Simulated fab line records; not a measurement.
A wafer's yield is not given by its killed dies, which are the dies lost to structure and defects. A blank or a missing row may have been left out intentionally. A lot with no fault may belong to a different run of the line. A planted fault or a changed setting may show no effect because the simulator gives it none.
fab line records -- flow nandHarc -- part 2 of 2: steps 5 to 6 of 6
record lots=22, wafers=66, lastDay=24
route steps=1159 shown A_STAIRCASE@555
lots with no fault: from the same line, run without faults
startH: hours from the record's opening day to when the first of the lot's shown wafers began -- waitH: how many hours have passed since the lot's step before this one -- " identical to the entry in the row above -- L1.1+2: a row that stands for several wafers -- - no value present, or no start provided -- * or withheld: withheld -- < > ~ a bound
route shown NAME@n: NAME is a module with steps in the file, n the number in the route of the first one -- usual: mean and standard deviation over wafers with no fault -- same: alike in all rows -- chamber/n: place in a boat -- sites: readings site by site -- _std_site: the values' standard deviation -- _edge_site: inner sites' mean taken away from outer sites' mean -- radiusMm: for every site, how far away it sits from the centre of the wafer -- mask NAME#n: copy n -- behind: the tool/chamber that last shaped the wafer -- hold: why the lot was held/for how many hours/how that ended -- device: the transistor (n, p or np) that didn't switch -- end of line: tests of these same wafers at the route's end -- a step without rows: its recipe alone -- killed: count of dies lost to structure and defects at first sort (not the wafer's yield) -- map: a wafer's dies, x killed, . not, _ none there
set.NAME: the setting as run; set.NAME@STEP: as run at that earlier step -- model.NAME: the simulator's own value behind a step, which no gauge read
one table for each step of the route and one row for each wafer, over a sample of lots
services: a tool's chamber out of use, with start hour (startH, from the record's first day; less than 0 if before it), hours out, and reason
## steps
# step NHARC_A_STAIRCASE_DESCUM_219
# recipe timeS=3, o2FlowSccm=200, arFlowSccm=0, biasPowerW=0, chemistry=O2
# usual drypumpMotorCurrentA=5.7/0.39, oesProductAu=1.000/0.0077, rfVppV=57.5/0.96, showerheadPlenumPTorr=1.90/0.091, throttleValvePct=11.312/0.0092
# same timeS=3
lot.wafer,tool,chamber,startH,waitH,drypumpMotorCurrentA,oesProductAu,rfHoursCounterH,rfVppV,showerheadPlenumPTorr,throttleValvePct
L074.2,rieDiel-12,1,238.45,-,6.0,1.003,8,58.6,1.89,11.312
L074.4,rieDiel-12,3,238.45,-,5.7,1.009,8,56.1,1.92,11.311
L074.5,rieDiel-12,2,238.45,-,5.1,0.994,-,56.5,1.83,11.306
L075.3,rieDiel-06,0,253.98,-,5.6,0.996,1,59.0,1.94,11.311
L075.4,rieDiel-06,1,253.98,-,6.3,0.996,1,55.3,1.79,11.302
L075.6,rieDiel-06,3,253.98,-,5.5,1.005,-,59.0,2.06,11.315
L077.2,rieDiel-08,1,267.02,-,5.7,1.001,50,56.6,1.91,11.295
L077.1,rieDiel-08,2,267.02,-,5.7,1.013,50,56.9,1.79,11.321
L077.4,rieDiel-08,3,267.02,-,4.8,1.010,50,57.6,1.81,11.321
L078.4,rieDiel-06,1,267.82,-,6.3,0.999,7,56.5,1.79,11.319
L078.3,rieDiel-06,2,267.82,-,5.8,0.989,6,57.1,2.02,11.322
L078.5,rieDiel-06,0,267.82,-,5.6,0.991,-,57.6,1.94,11.326
L081.3,rieDiel-08,1,280.81,-,5.8,0.993,54,58.0,1.91,11.311
L081.2,rieDiel-08,3,280.81,-,4.8,1.004,54,56.6,1.81,11.303
L081.6,rieDiel-08,1,280.81,-,5.8,1.006,-,57.8,1.91,11.320
L080.3,rieDiel-06,2,281.84,-,5.8,0.991,10,56.5,2.01,11.312
L080.4,rieDiel-06,0,281.84,-,5.6,0.987,10,56.5,1.94,11.308
L080.5,rieDiel-06,2,281.84,-,5.8,0.990,-,58.1,2.01,11.320
L079.1,rieDiel-12,1,283.27,-,6.0,1.016,28,56.4,1.89,11.316
L079.6,rieDiel-12,1,283.27,-,5.9,1.004,-,58.3,1.89,11.315
L079.5,rieDiel-12,2,283.27,-,5.2,0.991,-,57.6,1.83,11.312
L083.1,rieDiel-08,0,300.82,-,6.0,1.008,54,58.1,1.98,11.317
L083.3,rieDiel-08,1,300.82,-,5.8,1.008,62,59.4,1.91,11.305
L083.5,rieDiel-08,0,300.82,-,6.0,1.014,-,56.6,1.98,11.291
L084.1,rieDiel-06,1,309.30,-,6.4,0.988,21,56.9,1.78,11.317
L084.3,rieDiel-06,3,309.30,-,5.5,0.995,18,57.3,2.05,11.331
L084.6,rieDiel-06,0,309.30,-,5.6,0.986,-,56.7,1.94,11.321
L086.2,rieDiel-06,1,317.58,-,6.4,1.008,25,57.2,1.78,11.316
L086.4,rieDiel-06,3,317.58,-,5.5,0.998,21,58.1,2.05,11.300
L086.6,rieDiel-06,0,317.58,-,5.6,1.009,-,57.5,1.94,11.311
L085.3,rieDiel-12,0,318.17,-,6.2,1.007,37,57.2,2.01,11.306
L085.4,rieDiel-12,2,318.17,-,5.2,1.003,40,58.5,1.82,11.307
L085.5,rieDiel-12,1,318.17,-,5.9,1.001,-,56.0,1.88,11.309
L088.1,rieDiel-08,3,333.46,-,4.9,1.007,8,56.8,1.80,11.312
L088.4,rieDiel-08,1,333.46,-,5.8,1.008,6,58.4,1.90,11.322
L088.5,rieDiel-08,0,333.46,-,5.9,1.003,-,57.4,1.98,11.307
L087.2,rieDiel-12,3,333.66,-,5.8,1.002,42,58.1,1.91,11.327
L087.5,rieDiel-12,2,333.66,-,5.1,0.990,-,57.8,1.82,11.317
L087.6,rieDiel-12,3,333.66,-,5.8,0.992,-,56.3,1.91,11.311
L089.4,rieDiel-08,2,340.62,-,5.7,1.002,9,57.5,1.78,11.309
L089.1,rieDiel-08,3,340.62,-,4.9,1.005,10,57.0,1.80,11.318
L089.2,rieDiel-08,0,340.62,-,6.0,0.998,10,57.3,1.98,11.308
L090.1,rieDiel-12,0,341.37,-,6.1,1.012,45,59.4,2.01,11.317
L090.2,rieDiel-12,3,341.37,-,5.7,1.015,45,57.0,1.91,11.320
L090.6,rieDiel-12,1,341.37,-,6.0,1.003,-,56.5,1.88,11.293
L091.2,rieDiel-12,2,348.47,-,5.1,0.996,52,56.9,1.82,11.307
L091.1,rieDiel-12,1,348.47,-,6.0,1.009,52,58.1,1.88,11.304
L091.5,rieDiel-12,2,348.47,-,5.2,0.985,-,57.6,1.82,11.321
L093.2,rieDiel-06,1,353.16,-,6.4,0.989,38,56.8,1.78,11.318
L093.1,rieDiel-06,3,353.16,-,5.5,0.988,36,57.1,2.04,11.308
L093.6,rieDiel-06,2,353.16,-,5.8,0.996,-,57.9,2.01,11.325
L092.1,rieDiel-08,3,354.03,-,4.8,1.012,15,55.9,1.80,11.306
L092.3,rieDiel-08,1,354.03,-,5.8,1.009,15,58.5,1.90,11.307
L092.5,rieDiel-08,3,354.03,-,4.9,1.005,-,56.5,1.80,11.313
L094.1,rieDiel-06,0,360.41,-,5.6,1.000,38,57.7,1.93,11.288
L094.6,rieDiel-06,2,360.41,-,5.8,1.004,-,58.1,2.00,11.318
L094.5,rieDiel-06,3,360.41,-,5.5,0.994,-,58.1,2.04,11.303
L095.4,rieDiel-12,2,365.46,-,5.2,0.999,58,58.3,1.82,11.305
L095.1,rieDiel-12,3,365.46,-,5.7,0.990,56,58.7,1.90,11.322
L095.5,rieDiel-12,0,365.46,-,6.1,0.999,-,59.0,2.00,11.317
L096.4,rieDiel-06,0,367.40,-,5.6,0.994,41,57.7,1.93,11.287
L096.2,rieDiel-06,2,367.40,-,5.8,0.997,45,57.3,2.00,11.308
L096.6,rieDiel-06,1,367.40,-,6.4,0.997,-,57.4,1.78,11.321
L097.4,rieDiel-08,1,372.65,-,5.8,0.994,21,57.8,1.90,11.307
L097.2,rieDiel-08,2,372.65,-,5.7,1.004,21,56.2,1.78,11.332
L097.1,rieDiel-08,0,372.65,-,6.0,0.993,21,59.0,1.97,11.324
# step NHARC_A_STAIRCASE_ETCH_230
# recipe targetDepthA=1000, timeS=40.5, ionEnergyEv=400, c4f8FlowSccm=20, o2FlowSccm=10, arFlowSccm=withheld, rfW=600, biasW=1000, chemistry=C4F8/O2
# usual oesProductAu=0.942/0.014, rfFwdPowerW=592.8/2.4, rfVppV=896/6.2
# same timeS=40.5
lot.wafer,tool,chamber,startH,waitH,oesProductAu,rfFwdPowerW,rfHoursCounterH,rfVppV
L074.4,rieDiel-06,3,-,-,0.950,594.0,60,905
L074.2,rieDiel-06,1,-,-,0.940,593.7,62,888
L074.5,rieDiel-06,3,-,-,0.932,595.3,-,905
L075.3,rieDiel-06,3,-,-,0.954,595.8,2,905
L075.4,rieDiel-06,1,-,-,0.948,590.3,3,888
L075.6,rieDiel-06,3,-,-,0.934,594.3,-,905
L077.2,rieDiel-12,3,-,-,0.926,593.6,20,897
L077.1,rieDiel-12,0,-,-,0.928,596.5,21,900
L077.4,rieDiel-12,1,-,-,0.919,594.3,23,894
L078.3,rieDiel-06,0,-,-,0.941,591.2,7,898
L078.4,rieDiel-06,1,-,-,0.957,595.1,7,887
L078.5,rieDiel-06,3,-,-,0.929,595.1,-,904
L081.2,rieDiel-08,3,-,-,0.938,590.9,55,889
L081.3,rieDiel-08,1,-,-,0.939,591.0,55,897
L081.6,rieDiel-08,2,-,-,0.944,597.2,-,888
L080.3,rieDiel-06,2,-,-,0.943,589.6,11,902
L080.4,rieDiel-06,0,-,-,0.937,594.4,11,897
L080.5,rieDiel-06,2,-,-,0.930,591.5,-,902
L079.1,rieDiel-08,0,-,-,0.928,593.0,47,901
L079.6,rieDiel-08,2,-,-,0.938,592.6,-,888
L079.5,rieDiel-08,3,-,-,0.939,590.3,-,888
L083.3,rieDiel-06,3,-,-,0.933,593.9,16,904
L083.1,rieDiel-06,1,-,-,0.928,592.3,19,889
L083.5,rieDiel-06,3,-,-,0.929,591.8,-,904
L084.1,rieDiel-12,1,-,-,0.929,594.8,39,894
L084.3,rieDiel-12,2,-,-,0.913,591.0,37,890
L084.6,rieDiel-12,1,-,-,0.928,591.7,-,894
L086.2,rieDiel-06,0,-,-,0.936,591.8,23,897
L086.4,rieDiel-06,2,-,-,0.946,592.1,24,902
L086.6,rieDiel-06,1,-,-,0.938,592.7,-,889
L085.4,rieDiel-06,3,-,-,0.973,592.7,22,904
L085.3,rieDiel-06,0,-,-,0.975,590.2,24,898
L085.5,rieDiel-06,2,-,-,0.962,593.8,-,901
L088.1,rieDiel-06,2,-,-,0.979,591.1,32,902
L088.4,rieDiel-06,0,-,-,0.962,589.9,29,896
L088.5,rieDiel-06,2,-,-,0.990,590.9,-,902
L087.2,rieDiel-08,2,-,-,0.928,594.2,8,888
L087.6,rieDiel-08,2,-,-,0.920,594.6,-,887
L087.5,rieDiel-08,3,-,-,0.924,591.7,-,889
L089.4,rieDiel-08,1,-,-,0.947,589.1,10,895
L089.2,rieDiel-08,2,-,-,0.952,594.5,10,888
L089.1,rieDiel-08,0,-,-,0.941,594.6,11,899
L090.1,rieDiel-12,3,-,-,0.942,596.2,45,896
L090.2,rieDiel-12,2,-,-,0.926,587.2,48,891
L090.6,rieDiel-12,0,-,-,0.945,591.0,-,901
L091.2,rieDiel-08,2,-,-,0.984,591.0,14,887
L091.1,rieDiel-08,3,-,-,0.985,591.8,14,888
L091.5,rieDiel-08,0,-,-,0.958,590.3,-,899
L093.1,rieDiel-06,3,-,-,0.956,593.7,36,903
L093.2,rieDiel-06,1,-,-,0.945,593.9,39,888
L093.6,rieDiel-06,2,-,-,0.949,591.4,-,903
L092.3,rieDiel-08,1,-,-,0.941,591.0,16,894
L092.1,rieDiel-08,3,-,-,0.947,590.9,16,889
L092.5,rieDiel-08,1,-,-,0.931,593.6,-,896
L094.1,rieDiel-06,3,-,-,0.937,593.0,39,903
L094.5,rieDiel-06,3,-,-,0.937,592.5,-,904
L094.6,rieDiel-06,0,-,-,0.938,589.1,-,896
L095.4,rieDiel-12,3,-,-,0.954,596.5,56,895
L095.1,rieDiel-12,2,-,-,0.948,588.4,59,890
L095.5,rieDiel-12,3,-,-,0.957,597.4,-,895
L096.2,rieDiel-06,2,-,-,0.951,592.8,46,900
L096.4,rieDiel-06,3,-,-,0.950,597.5,43,904
L096.6,rieDiel-06,3,-,-,0.952,597.4,-,903
L097.4,rieDiel-08,2,-,-,0.943,593.6,23,887
L097.2,rieDiel-08,3,-,-,0.943,589.9,23,890
L097.1,rieDiel-08,0,-,-,0.933,592.5,23,899
## services
tool,chamber,startH,hours,kind
rieDiel-06,0,220.41,-,clean
rieDiel-06,1,220.41,-,clean
rieDiel-06,2,220.41,-,clean
rieDiel-06,3,220.41,-,clean
rieDiel-08,0,239.25,15.5,repair
rieDiel-06,-,241.34,9.0,pm
rieDiel-06,0,241.34,9.0,ventCycle
rieDiel-06,1,241.34,9.0,ventCycle
rieDiel-06,2,241.34,9.0,ventCycle
rieDiel-06,3,241.34,9.0,ventCycle
rieDiel-06,0,250.34,-,clean
rieDiel-06,1,250.34,-,clean
rieDiel-06,2,250.34,-,clean
rieDiel-06,3,250.34,-,clean
rieDiel-06,0,274.84,-,clean
rieDiel-06,1,274.84,-,clean
rieDiel-06,2,274.84,-,clean
rieDiel-06,3,274.84,-,clean
rieDiel-06,-,288.22,5.2,repair
rieDiel-06,0,299.59,-,clean
rieDiel-06,1,299.59,-,clean
rieDiel-06,2,299.59,-,clean
rieDiel-06,3,299.59,-,clean
rieDiel-08,-,301.82,9.0,pm
